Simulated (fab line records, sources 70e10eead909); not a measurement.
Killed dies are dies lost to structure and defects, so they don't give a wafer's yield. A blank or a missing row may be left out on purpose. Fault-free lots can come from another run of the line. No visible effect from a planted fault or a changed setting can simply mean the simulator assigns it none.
Matching of chambers :: flow nandHarc :: NHARC_A_STAIRCASE_DEP_156 on pecvd-02 has 3 sister chambers
The step deposits SiNx, target thk 50 nm. 6 wafers are shown with their chamber, then 9 later ones without.

== WAFERS PAIRED WITH THEIR CHAMBERS ==
wafer: L084.1
chamber: 1
heaterPowerW (W): 820

wafer: L083.3
chamber: 0
heaterPowerW (W): 697

wafer: L083.6
chamber: 2
heaterPowerW (W): 568

wafer: L089.1
chamber: 0
heaterPowerW (W): 725

wafer: L089.4
chamber: 2
heaterPowerW (W): 605

wafer: L089.5
chamber: 1
heaterPowerW (W): 728

== WAFERS MISSING THEIR CHAMBER ==
wafer: L089.2
heaterPowerW (W): 610

wafer: L089.3
heaterPowerW (W): 728

wafer: L089.6
heaterPowerW (W): 721

wafer: L090.1
heaterPowerW (W): 832

wafer: L090.2
heaterPowerW (W): 524

wafer: L090.5
heaterPowerW (W): 783

wafer: L097.1
heaterPowerW (W): 703

wafer: L097.4
heaterPowerW (W): 771

wafer: L097.6
heaterPowerW (W): 717

== WHICH CHAMBER EACH ONE RAN IN ==
wafer: L089.2
from the rows above: can't be placed: 2 or 0
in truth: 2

wafer: L089.3
from the rows above: can't be placed: 0 or 1
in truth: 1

wafer: L089.6
from the rows above: can't be placed: 0 or 1
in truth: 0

wafer: L090.1
from the rows above: can't be placed: 1 or 0
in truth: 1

wafer: L090.2
from the rows above: 2
in truth: 2

wafer: L090.5
from the rows above: can't be placed: 1 or 0
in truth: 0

wafer: L097.1
from the rows above: can't be placed: 0 or 1
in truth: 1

wafer: L097.4
from the rows above: can't be placed: 1 or 0
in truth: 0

wafer: L097.6
from the rows above: can't be placed: 0 or 1
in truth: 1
Correctly placed: 1 of 9. From these rows, 8 cannot be placed; in 8 the true chamber is one of the candidates. Wrongly placed: 0.
How it was worked out, from the rows above alone: a wafer's distance from a chamber is the root of the sum, over the readings, of the square of ((its reading less the chamber's mean) divided by the reading's scatter). The wafer belongs to the nearest chamber; if the next one is less than 2 further off, it can't be placed. Each chamber's mean is taken over the wafers shown for it. How the scatter is found: for the shown wafers, subtract from each reading the mean of its chamber, square and add these, divide the total by (wafers less chambers), then take the root.
